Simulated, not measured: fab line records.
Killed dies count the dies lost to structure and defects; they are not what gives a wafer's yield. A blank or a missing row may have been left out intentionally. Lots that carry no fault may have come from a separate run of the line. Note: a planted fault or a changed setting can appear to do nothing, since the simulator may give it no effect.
Which of the tools did it? | flow n5 finfet | Sampling: 10 lots, 29 wafers, 5 of 1938 route steps

WHAT EACH GAUGE READ, for each wafer
N5_WELL_APT_OVL_MEAS_26. Usual: PWELL_OVL gives -2 nm (standard deviation 4.3).
lot  | measured    | on         | PWELL_OVL (nm) | flag
L418 | day 1 20:56 | overlay-02 | -4 -2 -9       |
L419 | day 2 02:59 | overlay-01 | -5 -5 -8       |
L421 | day 2 15:10 | overlay-01 | 7 3 2          |
L423 | day 3 02:53 | overlay-02 | 4 -7           |
L430 | day 4 21:18 | overlay-01 | 1 6 0          |
L431 | day 5 03:26 | overlay-01 | -3 -2 -2       |
L432 | day 5 09:14 | overlay-01 | 1 -4 1         |
L433 | day 5 17:05 | overlay-02 | -3 -2 -3       |
L435 | day 6 03:08 | overlay-02 | 1 -2 -4        |
L440 | day 7 08:52 | overlay-01 | -8 -4 -10      |

N5_WELL_APT_INSPECT_27: inspects for defects (macro). Usual: raw defect count reads 2.3 (standard deviation 1.6).
lot  | measured    | on                | raw defect count | flag
L418 | day 1 20:58 | defect inspect-02 | 2 1 1            |
L419 | day 2 03:01 | defect inspect-02 | 2 2 5            |
L421 | day 2 15:12 | defect inspect-01 | 2 3 2            |
L423 | day 3 02:55 | defect inspect-02 | 4 4              |
L430 | day 4 21:20 | defect inspect-02 | 1 3 1            |
L431 | day 5 03:28 | defect inspect-01 | 4 2 1            |
L432 | day 5 09:15 | defect inspect-01 | 1 1 3            |
L433 | day 5 17:06 | defect inspect-02 | 1 2 3            |
L435 | day 6 03:09 | defect inspect-02 | 4 1 2            |
L440 | day 7 08:53 | defect inspect-01 | 1 4 1            |

N5_BEOL_M4_RC_MEAS_101. Usual: CJ_N 4.34, standard deviation 0.12; DIBL_N 36.2 mV/V, standard deviation 2.4; DIBL_P 36.2 mV/V, standard deviation 2.6; IOFF_N 0.16 nA/um, standard deviation 0.045; IOFF_P 0.21 nA/um, standard deviation 0.046; ION_N 674 uA/um, standard deviation 17; ION_P 463 uA/um, standard deviation 11; SS_N 71.5 mV/dec, standard deviation 0.77; SS_P 73.1 mV/dec, standard deviation 0.76; VT_N 250 mV, standard deviation 3.9; VT_P -250 mV, standard deviation 3.9.
lot  | measured     | on        | CJ_N           | DIBL_N (mV/V)  | DIBL_P (mV/V)  | IOFF_N (nA/um) | IOFF_P (nA/um) | ION_N (uA/um) | ION_P (uA/um) | SS_N (mV/dec)  | SS_P (mV/dec)  | VT_N (mV)   | VT_P (mV)      | flag
L418 | day 7 18:56  | prober-02 | 4.06 4.25 4.06 | 32.4 30.5 37.0 | 31.4 28.2 37.0 | 0.10 0.07 0.18 | 0.13 0.10 0.20 | 667 649 678   | 456 448 463   | 69.5 69.5 71.2 | 71.9 70.9 73.7 | 254 261 249 | -258 -261 -252 |
L419 | day 7 21:52  | prober-01 | 4.16 4.10 4.04 | 34.6 32.8 31.4 | 37.3 36.1 34.6 | 0.13 0.12 0.10 | 0.16 0.15 0.14 | 646 677 658   | 439 470 457   | 71.7 71.7 70.6 | 73.4 72.2 72.7 | 258 253 255 | -258 -257 -258 |
L421 | day 8 17:58  | prober-01 | 4.23 4.11 4.26 | 37.8 38.2 36.8 | 36.7 37.9 35.4 | 0.15 0.16 0.12 | 0.17 0.20 0.16 | 669 678 644   | 445 464 438   | 72.4 71.1 72.1 | 73.7 74.5 73.0 | 253 250 257 | -258 -256 -257 |
L423 | day 10 22:53 | prober-02 | 4.34 4.22      | 36.6 36.7      | 37.4 37.1      | 0.16 0.17      | 0.21 0.20      | 689 683       | 469 461       | 71.8 71.7      | 73.1 73.0      | 249 249     | -250 -253      |
L430 | day 11 11:46 | prober-01 | 3.55 3.66 3.57 | 36.7 38.2 35.3 | 35.5 35.6 33.6 | 0.17 0.24 0.15 | 0.25 0.24 0.21 | 676 679 684   | 467 466 476   | 72.5 73.8 71.1 | 73.8 73.7 73.0 | 248 245 250 | -247 -247 -251 | OFF
L431 | day 11 14:35 | prober-01 | 4.27 4.16 4.22 | 39.9 36.7 36.6 | 39.5 35.6 35.2 | 0.23 0.16 0.16 | 0.33 0.24 0.24 | 676 674 696   | 469 469 476   | 73.1 71.7 71.7 | 74.4 73.7 73.8 | 246 250 250 | -244 -247 -246 |
L432 | day 11 17:31 | prober-01 | 3.53 3.64 3.64 | 35.9 34.8 36.5 | 38.0 36.0 37.9 | 0.19 0.16 0.17 | 0.21 0.18 0.20 | 690 694 668   | 468 468 458   | 71.7 71.3 72.0 | 73.2 72.8 73.8 | 246 248 250 | -251 -252 -252 | OFF
L433 | day 11 19:11 | prober-02 | 3.62 3.65 3.71 | 35.1 37.4 40.2 | 33.0 34.1 36.2 | 0.13 0.16 0.26 | 0.20 0.20 0.26 | 684 658 641   | 473 452 453   | 71.2 72.2 73.9 | 72.7 73.2 73.6 | 250 251 247 | -248 -250 -246 | OFF
L435 | day 12 15:38 | prober-02 | 4.33 4.19 4.52 | 37.8 36.7 36.5 | 38.2 37.2 35.5 | 0.20 0.18 0.17 | 0.24 0.22 0.19 | 681 684 670   | 466 465 459   | 71.0 71.7 71.9 | 73.6 73.4 72.6 | 243 248 248 | -247 -251 -249 |
L440 | day 14 07:34 | prober-01 | 4.33 4.44 4.28 | 33.8 38.3 32.8 | 34.0 38.9 33.3 | 0.13 0.21 0.12 | 0.21 0.28 0.19 | 661 687 688   | 458 475 477   | 71.6 71.9 72.0 | 72.5 73.3 71.6 | 253 247 253 | -248 -245 -250 |

WHAT TOOL EACH LOT RAN ON (gives the tool, then ch and the chambers of the sampled wafers, and finally the start)
lot  | N5_ZERO_LAYER_STRIP_24              | N5_WELL_APT_IMPLANT_32
L418 | plasma asher-02 ch 0,1, day 1 18:57 | implanter-01 ch 0, day 1 21:20
L419 | plasma asher-01 ch 0, day 2 01:02   | implanter-02 ch 0, day 2 03:30
L421 | plasma asher-01 ch 0,1, day 2 12:55 | implanter-02 ch 0, day 2 15:32
L423 | plasma asher-02 ch 0,1, day 3 01:05 | implanter-02 ch 0, day 3 03:24
L430 | plasma asher-01 ch 0,1, day 4 19:05 | implanter-02 ch 0, day 4 21:58
L431 | plasma asher-02 ch 0,1, day 5 01:23 | implanter-01 ch 0, day 5 03:50
L432 | plasma asher-02 ch 0,1, day 5 06:55 | implanter-02 ch 0, day 5 10:53
L433 | plasma asher-02 ch 0,1, day 5 13:03 | implanter-02 ch 0, day 5 19:37
L435 | plasma asher-02 ch 1, day 6 01:01   | implanter-01 ch 0, day 6 03:53
L440 | plasma asher-02 ch 0,1, day 7 06:55 | implanter-01 ch 0, day 7 09:14
- N5_ZERO_LAYER_STRIP_24: strips in O2.
- N5_WELL_APT_IMPLANT_32

WHAT THE TOOLS THEMSELVES READ (means of the sampled wafers that have a number; where no wafer has one, the mark that the record gives instead)
N5_ZERO_LAYER_STRIP_24. Usual: drypump motor current A 5.5 A, standard deviation 0.65; heater power w 328 W, standard deviation 14; oes product au 0.647 a.u., standard deviation 0.0045; strip time to endpoint s 43.88 s, standard deviation 0.088; temp c 250.01 C, standard deviation 0.19.
lot  | tool            | drypump motor current A (A) | heater power w (W) | oes product au (a.u.) | strip time to endpoint s (s) | temp c (C) | flag
L418 | plasma asher-02 | 5.3                         | 324                | 0.644                 | 43.83                        | 250.09     |
L419 | plasma asher-01 | 6.7                         | 336                | 0.648                 | 43.92                        | 250.05     |
L421 | plasma asher-01 | 6.1                         | 339                | 0.645                 | 43.96                        | 250.01     |
L423 | plasma asher-02 | 5.2                         | 320                | 0.651                 | 43.88                        | 249.94     |
L430 | plasma asher-01 | 5.6                         | 334                | 0.647                 | 43.86                        | 250.03     |
L431 | plasma asher-02 | 5.3                         | 319                | 0.651                 | 43.88                        | 250.00     |
L432 | plasma asher-02 | 5.3                         | 316                | 0.647                 | 43.92                        | 249.81     |
L433 | plasma asher-02 | 5.3                         | 322                | 0.648                 | 43.81                        | 249.98     |
L435 | plasma asher-02 | 5.1                         | 311                | 0.654                 | 44.02                        | 250.21     |
L440 | plasma asher-02 | 5.3                         | 314                | 0.647                 | 43.76                        | 249.94     |

N5_WELL_APT_IMPLANT_32. Usual: dose ions cm2 1.9997e+13, standard deviation 2.1e+10; faraday current uA 254, standard deviation 5.3; rotation deg 0.003 degrees, standard deviation 0.02.
lot  | tool         | dose ions cm2 | faraday current uA | rotation deg (degrees) | flag
L418 | implanter-01 | 2.0010e+13    | 254                | 0.028                  |
L419 | implanter-02 | 1.9991e+13    | 254                | 0.014                  |
L421 | implanter-02 | 1.9989e+13    | 254                | 0.029                  |
L423 | implanter-02 | 1.9998e+13    | 256                | -0.008                 |
L430 | implanter-02 | 1.3958e+13    | 180                | 0.004                  | OFF
L431 | implanter-01 | 1.9997e+13    | 255                | 0.022                  |
L432 | implanter-02 | 1.3933e+13    | 179                | -0.005                 | OFF
L433 | implanter-02 | 1.3932e+13    | 180                | -0.012                 | OFF
L435 | implanter-01 | 2.0014e+13    | 254                | 0.004                  |
L440 | implanter-01 | 2.0004e+13    | 248                | 0.007                  |

THE ANSWER, worked out from the rows above alone
Rule: a lot is off if the mean of its wafers that have a number lies more than 3 standard deviations from the usual mean. Also off: a lot with no number at a reading for which 4 or more lots have one. Where the step has rows for the other lots, those lots are counted as sound. The gauges are gone through in route order, then the tools' own readings, and for those a lot's mean is taken as printed above. The first step at which some lot is off is used, and at that step the reading that is off furthest; a lot without a number counts as furthest.
Off: at N5_BEOL_M4_RC_MEAS_101 (CJ_N), L430, L432, L433.
If a tool, at a process step before that reading, ran all the lots that are off and no sound lot after the first of them, it fits. The gauges at N5_BEOL_M4_RC_MEAS_101 aren't tried: what is off there is off at N5_WELL_APT_IMPLANT_32 too, on other tools, and a gauge's error can't cause that. One candidate fits, namely implanter-02 at N5_WELL_APT_IMPLANT_32. A fault onset in the window from L423 (day 3 03:24, its last sound lot) to L430 (day 4 21:58, its first lot off) fits.
The tool's own readings at N5_WELL_APT_IMPLANT_32 bear it out: on the lots that are off they differ by more than 5 times the standard deviation of the sound lots' means. dose ions cm2 reads 1.3941e+13 there against 2.0000e+13 on the sound lots; faraday current uA reads 180 there against 254 on the sound lots.

WHAT THE SIMULATOR HAD INSERTED
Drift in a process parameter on implanter-02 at N5_WELL_APT_IMPLANT_32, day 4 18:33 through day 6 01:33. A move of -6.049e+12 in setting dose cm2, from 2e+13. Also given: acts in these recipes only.
Shown lots that were struck: L430, L432, L433. The rule given above showed the same thing.
